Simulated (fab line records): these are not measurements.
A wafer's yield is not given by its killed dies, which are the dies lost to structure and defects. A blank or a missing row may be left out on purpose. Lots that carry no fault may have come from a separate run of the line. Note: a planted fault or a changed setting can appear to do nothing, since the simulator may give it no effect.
fab line records | flow nand_harc
record: lots: 14 wafers: 42 last_day: 24
route steps=1159 shown A_M1@1048 A_BONDPAD@1072
lots that met no fault: from a run of the same line without faults
start_h: hours from the record's opening day to when the first of the lot's shown wafers began | wait_h: hours elapsed since this lot's preceding step | " identical to the entry in the row above | L1.1+2: one row covering several wafers at once | - no value, or no start given | * or withheld: withheld | < > ~ a bound
route shown NAME@n: NAME is a module with steps in the file, n the number in the route of the first one | usual: mean and standard deviation over wafers with no fault | same: alike in all rows | chamber/n: place in a boat | sites: readings site by site | _std_site: standard deviation of those values | _edge_site: mean of outer sites minus mean of inner sites | radius_mm: how far each site lies from the wafer's centre | mask NAME#n: copy n | behind: the most recent tool/chamber to have shaped the wafer | hold: what put the lot on hold/how long, in hours/how the hold closed | device: the n, p or np transistor that did not switch | end of line: at the end of the route, the tests of the same wafers | a step without rows: its recipe alone | killed: dies that structure and defects cost at the first sort, which is not the same as the wafer's yield | map: a wafer's dies, x killed, . not, _ none there
set.NAME: the setting the step ran with; set.NAME@STEP: the setting that earlier step ran with | model.NAME: the simulator's own value behind a step, which no gauge read
route steps across a sampled set of lots; one table per step, one row per wafer
services: from which hour (start_h, from the record's first day; less than 0 if before it) a tool's chamber was out of use, for how many hours, and why
== steps ==
step: NHARC_A_M1_PVD_20
recipe: target_thk_a: 50 bias_v: 168.6 power_w: 15000 chamber_pressure_pa: 0.12 time_s: 8.06 substrate_temp_c: 50 material: TaN
usual: substrate_temp_c: 50.00/0.12 throttle_valve_pct: 30.0/0.95
columns lot.wafer tool chamber start_h wait_h substrate_temp_c throttle_valve_pct
L862.2 pvd_sputter-03 - - - 50.11 30.0
L862.3 " - " " 50.08 30.4
L862.1 " - " " 50.10 30.3
L863.4 pvd_sputter-02 - - - 50.05 29.7
L863.1 " - " " 49.72 30.5
L863.2 " - " " 49.74 29.4
L865.3 pvd_sputter-03 - - - 49.93 30.2
L865.4 " - " " 50.02 30.0
L865.6 " - " " 50.01 30.5
L864.1 pvd_sputter-02 - - - 50.14 29.7
L864.3 " - " " 49.99 30.5
L864.6 " - " " 50.00 29.6
L867.2 pvd_sputter-02 - - - 49.85 29.5
L867.4 " - " " 49.98 30.6
L867.6 " - " " 50.05 30.3
L866.3 pvd_sputter-03 - - - 49.94 32.2
L866.2 " - " " 50.04 30.3
L866.6 " - " " 49.92 30.4
L869.4 pvd_sputter-01 - - - 50.08 27.8
L869.1 " - " " 50.05 29.3
L869.5 " - " " 49.91 30.4
L872.1 pvd_sputter-01 - - - 50.27 30.0
L872.3 " - " " 50.19 27.8
L872.6 " - " " 49.96 29.5
L871.1 pvd_sputter-02 - - - 50.13 31.0
L871.3 " - " " 50.14 29.4
L871.6 " - " " 49.98 30.5
L870.4 pvd_sputter-02 - - - 49.85 30.6
L870.1 " - " " 49.96 31.0
L870.5 " - " " 50.02 30.6
L874.2 pvd_sputter-01 - - - 50.08 28.0
L874.3 " - " " 50.13 29.8
L874.1 " - " " 49.92 30.0
L873.3 pvd_sputter-02 - - - 50.00 30.3
L873.1 " - " " 50.05 29.5
L873.4 " - " " 49.81 31.1
L884.4 pvd_sputter-02 - - - 50.11 31.2
L884.5 " - " " 50.24 30.1
L884.6 " - " " 49.96 29.4
L883.1 pvd_sputter-01 - - - 49.96 29.5
L883.2 " - " " 49.89 27.9
L883.5 " - " " 50.07 29.9
step: NHARC_A_M1_INSPECT_27
usual: raw_defect_count: 432/98
columns lot.wafer tool chamber start_h wait_h raw_defect_count
L862.1 defect_inspect-01 - 399.80 0.0 568
L862.2 " - " " 302
L862.3 " - " " 514
L863.1 defect_inspect-02 - 408.62 0.0 366
L863.2 " - " " 504
L863.4 " - " " 552
L865.3 defect_inspect-01 - 413.51 0.0 694
L865.4 " - " " 355
L865.6 " - " " 470
L864.1 defect_inspect-02 - 414.25 0.0 389
L864.3 " - " " 340
L864.6 " - " " 342
L867.2 defect_inspect-02 - 435.72 0.0 399
L867.4 " - " " 382
L867.6 " - " " 515
L866.2 defect_inspect-02 - 439.01 0.0 479
L866.3 " - " " 389
L866.6 " - " " 423
L869.1 defect_inspect-02 - 457.19 0.0 488
L869.4 " - " " 450
L869.5 " - " " 378
L872.1 defect_inspect-02 - 463.01 0.0 316
L872.3 " - " " 355
L872.6 " - " " 334
L871.1 defect_inspect-02 - 467.12 0.0 401
L871.3 " - " " 408
L871.6 " - " " 310
L870.1 defect_inspect-02 - 467.98 0.0 363
L870.4 " - " " 532
L870.5 " - " " 354
L874.1 defect_inspect-02 - 480.76 0.0 350
L874.2 " - " " 409
L874.3 " - " " 307
L873.1 defect_inspect-01 - 482.25 0.0 462
L873.3 " - " " 565
L873.4 " - " " 426
L884.4 defect_inspect-02 - 529.90 0.0 332
L884.5 " - " " 347
L884.6 " - " " 341
L883.1 defect_inspect-02 - 543.10 0.0 484
L883.2 " - " " 377
L883.5 " - " " 675
step: NHARC_A_BONDPAD_CD_MEAS_09
recipe: target_cd_nm: 500 landing_energy_ev: 500
usual: cd_nm: 499.9/2.3
columns lot.wafer tool chamber start_h wait_h cd_nm
L862.1 cd_sem-03 0 401.61 - 498.8
L862.2 " 0 " " 501.6
L862.3 " 0 " " 498.8
L863.1 cd_sem-01 0 410.56 - 502.7
L863.2 " 0 " " 501.6
L863.4 " 0 " " 499.8
L865.3 cd_sem-03 0 415.32 - 498.8
L865.4 " 0 " " 495.1
L865.6 " 0 " " 499.8
L864.1 cd_sem-01 0 416.17 - 501.5
L864.3 " 0 " " 500.8
L864.6 " 0 " " 505.6
L867.2 cd_sem-02 0 437.52 - 498.6
L867.4 " 0 " " 499.8
L867.6 " 0 " " 500.4
L866.2 cd_sem-01 0 440.95 - 498.3
L866.3 " 0 " " 501.0
L866.6 " 0 " " 502.9
L869.1 cd_sem-02 0 459.31 - 497.8
L869.4 " 0 " " 497.1
L869.5 " 0 " " 499.0
L872.1 cd_sem-02 0 464.84 - 497.0
L872.3 " 0 " " 502.8
L872.6 " 0 " " 502.5
L871.1 cd_sem-03 0 469.07 - 498.0
L871.3 " 0 " " 498.9
L871.6 " 0 " " 501.7
L870.1 cd_sem-01 0 469.96 - 502.0
L870.4 " 0 " " 503.8
L870.5 " 0 " " 503.4
L874.1 cd_sem-03 0 483.09 - 498.4
L874.2 " 0 " " 496.2
L874.3 " 0 " " 494.8
L873.1 cd_sem-03 0 484.32 - 501.3
L873.3 " 0 " " 503.8
L873.4 " 0 " " 500.2
L884.4 cd_sem-01 0 532.01 - 497.6
L884.5 " 0 " " 499.8
L884.6 " 0 " " 500.3
L883.1 cd_sem-02 0 545.11 - 500.0
L883.2 " 0 " " 497.3
L883.5 " 0 " " 498.1
step: NHARC_A_BONDPAD_ETCH_34
recipe: target_depth_a: 600 overetch_a: 180 time_s: 65.91 ion_energy_ev: 200 n2_flow_sccm: 150 h2_flow_sccm: 150 ar_flow_sccm: 0 rf_w: 400 bias_w: 150 chemistry: N2/H2
usual: drypump_motor_current_A: 5.68/0.3 n2_flow_sccm: 149.9/0.43 oes_product_au: 0.996/0.015 rf_vpp_V: 430.8/2.4 run_length_s: 87.6/0.38 showerhead_plenum_p_Torr: 2.05/0.085 throttle_valve_pct: 14.171/0.0098
columns lot.wafer tool chamber start_h wait_h drypump_motor_current_A n2_flow_sccm oes_product_au rf_hours_counter_h rf_vpp_V run_length_s showerhead_plenum_p_Torr throttle_valve_pct
L862.3 rie_diel-07 3 401.92 0.1 5.40 150.0 1.003 5 428.2 87.8 1.97 14.158
L862.1 " 0 " " 5.88 149.7 0.991 5 431.1 87.6 2.10 14.167
L862.2 " 2 " " 6.01 149.4 1.003 5 433.7 87.6 2.16 14.193
L863.1 rie_diel-11 1 410.95 0.1 5.46 150.4 1.007 15 426.7 86.7 1.89 14.173
L863.2 " 2 " " 6.06 149.7 1.004 16 425.7 87.5 1.89 14.187
L863.4 " 3 " " 5.33 150.1 0.991 14 427.5 86.9 1.91 14.180
L865.4 rie_diel-10 2 415.61 0.1 6.04 150.2 0.970 12 434.4 86.9 2.16 14.161
L865.3 " 3 " " 5.23 149.3 1.017 13 430.0 87.3 1.98 14.181
L865.6 " 3 " " 5.20 149.5 1.010 - 429.5 86.7 1.98 14.173
L864.3 rie_diel-07 2 416.47 0.1 5.97 150.6 0.996 0 433.4 87.5 2.16 14.166
L864.1 " 1 " " 5.55 150.1 0.989 0 432.3 87.7 2.04 14.147
L864.6 " 3 " " 5.43 150.6 0.971 - 428.4 87.9 1.97 14.169
L867.2 rie_diel-07 2 437.82 0.1 6.01 150.3 0.999 1 434.1 88.1 2.16 14.184
L867.4 " 3 " " 5.42 150.8 0.978 1 429.8 87.7 1.97 14.180
L867.6 " 2 " " 6.00 150.0 0.997 - 433.0 87.8 2.16 14.167
L866.2 rie_diel-07 3 441.25 0.1 5.41 150.0 0.991 1 428.3 87.8 1.97 14.193
L866.3 " 0 " " 5.88 148.9 1.019 1 432.7 87.8 2.10 14.173
L866.6 " 0 " " 5.88 149.3 1.016 - 432.0 87.7 2.10 14.165
L869.1 rie_diel-07 0 459.63 0.1 5.86 149.1 1.010 1 431.5 87.5 2.10 14.174
L869.4 " 3 " " 5.41 148.6 0.983 1 429.1 88.3 1.97 14.164
L869.5 " 0 " " 5.87 149.6 1.010 - 433.0 87.8 2.10 14.167
L872.3 rie_diel-10 0 465.17 0.1 5.67 149.6 1.007 24 428.6 87.8 2.00 14.152
L872.1 " 1 " " 5.30 150.2 1.011 23 427.6 87.4 1.88 14.174
L872.6 " 0 " " 5.69 150.0 0.999 - 429.6 87.9 2.00 14.168
L871.1 rie_diel-07 1 469.37 0.1 5.51 149.5 0.987 2 428.8 87.3 2.04 14.179
L871.3 " 2 " " 5.98 149.9 1.006 2 433.3 88.0 2.16 14.192
L871.6 " 0 " " 5.86 150.3 1.002 - 432.1 87.7 2.10 14.161
L870.1 rie_diel-07 3 470.25 0.1 5.43 150.5 0.972 2 428.3 87.9 1.97 14.152
L870.4 " 2 " " 6.01 150.1 1.007 2 433.8 87.6 2.16 14.184
L870.5 " 3 " " 5.44 150.2 0.969 - 430.3 87.7 1.97 14.159
L874.2 rie_diel-07 2 483.40 0.1 5.99 150.1 0.995 3 434.5 87.7 2.16 14.160
L874.3 " 3 " " 5.48 150.2 0.971 2 428.1 87.7 1.97 14.174
L874.1 " 0 " " 5.87 150.2 1.015 2 430.8 87.8 2.10 14.152
L873.4 rie_diel-07 0 484.63 0.1 5.88 150.1 0.999 2 432.7 87.6 2.10 14.165
L873.1 " 1 " " 5.51 149.9 0.978 3 430.9 87.8 2.04 14.148
L873.3 " 2 " " 6.03 150.0 0.999 3 433.1 88.1 2.16 14.164
L884.4 rie_diel-07 1 532.32 0.1 5.51 149.1 0.976 5 430.4 72.4 2.04 14.176
L884.5 " 2 " " 6.03 149.6 0.993 - 434.2 72.6 2.16 14.157
L884.6 " 3 " " 5.42 150.2 0.990 - 429.0 72.6 1.97 14.157
L883.2 rie_diel-07 3 545.41 0.1 5.45 149.9 0.989 5 429.7 72.7 1.97 14.185
L883.1 " 1 " " 5.53 149.3 0.982 5 430.3 72.3 2.04 14.188
L883.5 " 0 " " 5.87 149.8 1.010 - 432.3 72.4 2.10 14.164
== services ==
columns tool chamber start_h hours kind
rie_diel-07 0 384.20 - clean
rie_diel-07 1 384.20 - clean
rie_diel-07 2 384.20 - clean
rie_diel-07 3 384.20 - clean
pvd_sputter-02 - 392.00 10.0 pm
rie_diel-07 3 403.06 4.8 repair
rie_diel-07 - 405.20 9.0 pm
rie_diel-07 0 405.20 9.0 vent_cycle
rie_diel-07 1 405.20 9.0 vent_cycle
rie_diel-07 2 405.20 9.0 vent_cycle
rie_diel-07 0 414.20 - clean
rie_diel-07 1 414.20 - clean
rie_diel-07 2 414.20 - clean
rie_diel-07 3 414.20 - clean
rie_diel-10 1 416.03 3.8 repair
rie_diel-11 0 416.98 5.5 repair
rie_diel-07 0 438.71 - clean
rie_diel-07 1 438.71 - clean
rie_diel-07 2 438.71 - clean
rie_diel-11 0 439.12 16.0 repair
pvd_sputter-03 - 458.00 10.0 pm
pvd_sputter-01 - 514.02 10.0 pm
rie_diel-10 - 530.50 9.0 pm
rie_diel-11 - 545.23 9.0 pm
== key ==
first_sign: step: NHARC_A_BONDPAD_ETCH_34 reading: run_length_s direction: down sigmas: 40 usual: * struck: *
effect none on later readings
met_at NHARC_A_BONDPAD_ETCH_34
struck_lots L883,L884
later_rows_left_out L883.2,L884.4,L884.5
sort_left_out L883.1,L883.2,L883.5,L884.4,L884.5,L884.6
not_acting_at NHARC_A_M1_PVD_20,NHARC_A_M1_INSPECT_27,NHARC_A_BONDPAD_CD_MEAS_09
onset_between 484.63 532.32
fault: kind: process_parameter_drift tool: rie_diel-07 chamber: - onset_h: 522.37 steps: NHARC_A_BONDPAD_ETCH_34 channel: time_s offset: * shape: step end_h: 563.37 acts_in: * stated: *
sort_left_out: the simulated sort isn't trusted on such a fault, so these wafers' sort isn't shown, and their yield isn't known
later_rows_left_out: the simulator's readings of these wafers behind a module that went badly wrong aren't trusted and aren't shown, but for the sort
